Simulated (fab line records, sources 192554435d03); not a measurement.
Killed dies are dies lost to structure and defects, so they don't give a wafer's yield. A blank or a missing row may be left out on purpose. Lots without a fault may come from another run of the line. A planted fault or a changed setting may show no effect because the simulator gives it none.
A struck lot beside a sound one | flow n5_finfet | 42 steps out of a route of 1938
Sound: wafers L153.1, L153.3, L153.5. Struck: wafers L164.4, L164.5, L164.6. The cause comes at the end.
At each step with rows: each side's tool, then ch and its chambers, then its first start. Under that, the readings that differ: sound wafers | struck wafers | difference of the means | sigmas: that difference in standard deviations of wafers without a fault.
alike: readings whose means differ by less than 2 such deviations, and words and numbers that are the same on both sides. not compared: withheld readings, readings that some wafer has no value for, bounds like >300 that may hide the same value, and numbers for which the record gives no deviation and whose values overlap.
The two part at a step that has a row with sigmas, a row that says differs or no value, or rows on one side only. Numbers that don't overlap but have no deviation are shown without sigmas and don't part them. A reading that every wafer of one side lacks parts them only if that side has two wafers or more.

N5_BEOL_M5_STRIP_91: strips in N2/H2, time 10 s.
  sound on rie_diel-05 ch 1,3; struck on rie_diel-01 ch 0,1,3
  reading                     | sound          | struck         | difference | sigmas
  drypump_motor_current_A (A) | 5.54 5.28 5.30 | 5.77 6.12 5.97 | +0.58      | +2
  alike: oes_product_au, rf_vpp_V, showerhead_plenum_p_Torr, throttle_valve_pct
  not compared: rf_hours_counter_h
N5_BEOL_M5_OCD_MEAS_38:
  sound on ocd-02, day 9 16:13; struck on ocd-01, day 12 04:21
  alike: trench_depth_nm
then, 4 steps without rows for these wafers: N5_BEOL_M5_HM_STRIP_39 (strips TiN in peroxide tin strip, target depth 25 nm, time 158 s); N5_BEOL_M5_SRD_40 (time 30 s); N5_BEOL_M5_PRECLEAN_42 (cleans in residue remover, time 60 s); N5_BEOL_M5_SRD_43 (time 30 s).
N5_BEOL_M5_CD_MEAS_35: target cd 28 nm, target cd y 24 nm.
  sound on cd_sem-01, day 9 16:22; struck on cd_sem-02, day 12 04:30
  alike: cd_nm
N5_BEOL_M5_CURE_80: cures SiCOH lowk, time 120 s.
  sound on uv_cure-01 ch 0, day 9 16:56; struck on uv_cure-01 ch 1, day 12 04:41
  alike: lamp_power_pct, wafer_temp_C_max
then, 1 step without rows for these wafers: N5_BEOL_M5_DEGAS_44 (time 60 s).
N5_BEOL_M5_PRE_CLEAN_45: time 30 s.
  sound on pvd_sputter-03, day 9 17:47; struck on pvd_sputter-03, day 12 05:12
  alike: heater_power_w
then, 2 steps without rows for these wafers: N5_BEOL_M5_ALD_86 (deposits TaN, pulse time 2 s, purge time 3 s, co reactant purge time 2 s); N5_BEOL_M5_SURFACE_TREAT_87.
N5_BEOL_M5_CVD_47: deposits Co from CCTBA/H2, target thk 3 nm, time 216 s.
  sound on cvd_co-01 ch 0,1,2, day 9 18:11; struck on cvd_co-02 ch 0,1,2, day 12 05:46
  not compared: since_wet_clean_h
N5_BEOL_M5_SPUTTER_48: material Cu, target thk 15 nm, time 27.62 s.
  sound on pvd_sputter-03, day 9 18:23; struck on pvd_sputter-03, day 12 05:56
  alike: throttle_valve_pct
then, 11 steps without rows for these wafers: N5_BEOL_M5_ANNEAL_49 (time 1800 s); N5_BEOL_M5_SPUTTER_81 (material Cu, target thk 15 nm, time 27.62 s); N5_BEOL_M5_ANNEAL_82 (time 1800 s); N5_BEOL_M5_SPUTTER_83 (material Cu, target thk 15 nm, time 27.62 s); N5_BEOL_M5_ANNEAL_84 (time 1800 s); N5_BEOL_M5_SPUTTER_88 (material Cu, target thk 15 nm, time 27.62 s); N5_BEOL_M5_ANNEAL_89 (time 1800 s); N5_BEOL_M5_SPUTTER_90 (material Cu, target thk 4.5 nm, time 8.29 s); N5_BEOL_M5_ECD_50 (material Cu, target thk 300 nm); N5_BEOL_M5_ANNEAL_51 (time 90 s); N5_BEOL_M5_CMP_52 (polishes, stops on SiCOH lowk, t overpolish 6.9 s, target thk 62 nm).
N5_BEOL_M5_THK_MEAS_53: measures by xrf.
  sound on film_metro-01, day 9 23:34; struck on film_metro-01, day 12 12:01
  alike: M5_THK
then, 4 steps without rows for these wafers: N5_BEOL_M5_PRE_CLEAN_77 (time 15 s); N5_BEOL_M5_CO_CAP_78 (material Co, precursor CCTBA/H2, target thk 2 nm, time 102.1 s); N5_BEOL_M5_PRE_CLEAN_55 (time 15 s); N5_BEOL_M5_DEP_56 (deposits SiCN from 3MS/NH3, target thk 8 nm, time 14 s).
N5_BEOL_M5_RS_MEAS_57: measures by four-point-probe.
  sound on film_metro-02, day 9 23:50; struck on film_metro-02, day 12 12:17
  alike: M5_RS
N5_BEOL_M6_ILD_DEP_00: deposits SiCOH lowk from DEMS/porogen, target thk 179.75 nm, time 33.4 s.
  sound on pecvd-02 ch 1,2, day 9 23:53; struck on pecvd-03 ch 0,1,2, day 12 12:22
  alike: heater_power_w, showerhead_plenum_p_Torr, showerhead_vpp_V, throttle_valve_pct
  not compared: since_wet_clean_h
then, 1 step without rows for these wafers: N5_BEOL_M6_CURE_74 (cures SiCOH lowk, time 240 s).
N5_BEOL_M6_THK_MEAS_01:
  sound on film_metro-01, day 10 00:28; struck on film_metro-02, day 12 12:55
  alike: M6_ILD_THK
then, 7 steps without rows for these wafers: N5_BEOL_M6_PECVD_70 (deposits SiO2 from TEOS/O2, target thk 20 nm, time 22.7 s); N5_BEOL_M6_HM_DEP_02 (deposits TiN, target thk 20 nm); N5_BEOL_M6_COAT_59 (time 60 s, resist thk 100 nm); N5_BEOL_M6_COAT_60 (time 60 s, resist thk 35 nm); N5_BEOL_M6_COAT_05 (resist thk 90 nm); N5_BEOL_M6_EBR_07; N5_BEOL_M6_SOFTBAKE_06 (time 60 s).
-- the record jumps here: 4 days lie between the struck wafers' starts before and after (it left off in module BEOL_M6 and takes up again in module PASSIVATION, whose first step shown is number 1936 of the route) --
N5_PASSIVATION_PROBE_49:
  the record has rows for the struck wafers here (prober-02, day 16 08:33) and none for the sound ones

WHERE THEY PART
First at N5_BEOL_M5_STRIP_91; last, within this record, at N5_PASSIVATION_PROBE_49.

WHY: what the simulator had put in
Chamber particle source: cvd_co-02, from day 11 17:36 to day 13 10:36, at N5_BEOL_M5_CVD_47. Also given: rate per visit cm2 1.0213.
